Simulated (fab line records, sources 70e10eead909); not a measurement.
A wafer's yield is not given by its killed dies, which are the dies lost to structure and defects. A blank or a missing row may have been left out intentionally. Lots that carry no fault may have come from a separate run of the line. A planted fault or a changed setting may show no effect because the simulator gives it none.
Comparing a struck lot with a sound one :: flow nand-harc :: 15 steps out of a route of 1159
Sound: the wafers L185.2, L185.4, L185.5. Struck: wafers L181.2, L181.3, L181.5. At the end, the cause is stated.
At each step with rows: each side's tool, then ch and its chambers, then its first start. Under that, the readings that differ: sound wafers :: struck wafers :: difference of the means :: sigmas: that difference in standard deviations of wafers without a fault.
alike: a reading whose means differ by less than 2 such deviations, as well as words and numbers matching on both sides. not compared: withheld readings; readings where some wafer has no value; bounds like >300 that might hide an equal value; numbers whose values overlap and for which the record gives no deviation.
Wherever a step has rows on one side only, a row that says differs or no value, or a row with sigmas, the two part there. Numbers that don't overlap but have no deviation are shown without sigmas and don't part them. A reading missing from all wafers of one side parts the sides only when that side holds two or more wafers.

first, 3 steps without rows for these wafers: NHARC_A_CONTACT_ETCH_76 (etches the open film in N2/H2, target depth 260 nm, time 475.3 s); NHARC_A_CONTACT_ETCH_77 (etches the open film in CF4/CHF3, target depth 72.6 nm, time 36.3 s); NHARC_A_CONTACT_ETCH_78 (etches the open film in O2/COS, target depth 2800 nm, time 728 s).
NHARC_A_CONTACT_ETCH_124: etches the open film in C4F8/O2/Ar, time 140 s, target depth 700 nm.
  sound on har-cap-etch-01 ch 0,1, day 21 02:52; struck on har-cap-etch-01 ch 0,1, day 20 06:38
  alike: chamber-pressure-mTorr, oes-air-line-au
  not compared: rf-hours-counter-h
NHARC_A_CONTACT_ETCH_125: etches the open film in C4F8/O2/Ar, time 155 s, target depth 956 nm.
  sound on har-cap-etch-01 ch 0,1, day 21 03:02; struck on har-cap-etch-01 ch 0,1, day 20 06:49
reading: chamber-pressure-mTorr (mTorr)
sound: 20.036 20.039 20.005
struck: 19.981 20.002 19.967
difference: -0.043
sigmas: -3
  alike: oes-air-line-au
  not compared: rf-hours-counter-h
NHARC_A_CONTACT_ETCH_126: etches the open film in C4F8/O2/Ar, time 155 s, target depth 956 nm.
  sound on har-cap-etch-01 ch 0,1, day 21 03:11; struck on har-cap-etch-01 ch 0,1, day 20 06:58
  alike: chamber-pressure-mTorr, oes-air-line-au
  not compared: rf-hours-counter-h
then, 3 steps without rows for these wafers: NHARC_A_CONTACT_ETCH_127 (etches the open film in C4F8/O2/Ar, time 155 s, target depth 956 nm); NHARC_A_CONTACT_ETCH_128 (etches the open film in C4F8/O2/Ar, time 155 s, target depth 956 nm); NHARC_A_CONTACT_ETCH_129 (etches the open film in C4F8/O2/Ar, time 155 s, target depth 956 nm).
NHARC_A_CONTACT_ETCH_130: etches the open film in C4F8/O2/Ar, time 155 s, target depth 956 nm.
  sound on har-cap-etch-01 ch 0,1, day 21 03:45; struck on har-cap-etch-01 ch 0,1, day 20 07:32
reading: oes-air-line-au (a.u.)
sound: 1.001 1.032 1.044
struck: 0.983 0.954 0.970
difference: -0.057
sigmas: -3
  alike: chamber-pressure-mTorr
  not compared: rf-hours-counter-h
then, 2 steps without rows for these wafers: NHARC_A_CONTACT_ETCH_131 (etches the open film in C4F8/O2/Ar, time 155 s, target depth 956 nm); NHARC_A_CONTACT_ETCH_132 (etches the open film in C4F8/O2/Ar, time 156 s, target depth 958 nm).
NHARC_A_CONTACT_ETCH_133: etches the open film in C4F8/O2/Ar, time 195 s, target depth 840 nm.
  sound on har-cap-etch-01 ch 0,1, day 21 04:12; struck on har-cap-etch-01 ch 0,1, day 20 07:59
  no value came back on the struck wafers for chamber-pressure-mTorr (mTorr), oes-air-line-au (a.u.); on the sound wafers chamber-pressure-mTorr (mTorr) reads 20.033 20.003 20.037
  not compared: rf-hours-counter-h
NHARC_A_CONTACT_ETCH_91: etches the open film in CH3F/O2, target depth 40 nm, time 85.7 s.
  sound on rie-diel-05 ch 0,1,3, day 21 04:44; struck on rie-diel-02 ch 1,2,3, day 20 08:35
  alike: bias-w, ch3f-flow-sccm, drypump-motor-current-A, oes-product-au, rf-vpp-V, showerhead-plenum-p-Torr, throttle-valve-pct
  not compared: rf-hours-counter-h
-- record jumps: 3 days between struck wafers' starts before vs after; left off in module A_CONTACT, resumes in module END, first step shown is number 1159 of the route --
NHARC_END_SORT_01:
  sound on prober-01 ch 0, day 24 10:33; struck on prober-02 ch 0, day 23 10:10
reading: hold
sound: - - -
struck: await-dispo/4.9h/scrap await-dispo/4.9h/scrap await-dispo/4.9h/scrap
difference: no value on the sound wafers
sigmas: 

reading: killed-at-array
sound: 27 34 23
struck: 674 674 675
difference: +646
sigmas: +71

reading: killed-dies
sound: 34 41 31
struck: 677 677 677
difference: +642
sigmas: +70
  alike: killed-at-other, killed-at-periphery, killed-open, killed-short

WHERE THEY PART
Earliest at NHARC_A_CONTACT_ETCH_125; latest, in this record, at NHARC_END_SORT_01.

WHY: the cause the simulator had injected
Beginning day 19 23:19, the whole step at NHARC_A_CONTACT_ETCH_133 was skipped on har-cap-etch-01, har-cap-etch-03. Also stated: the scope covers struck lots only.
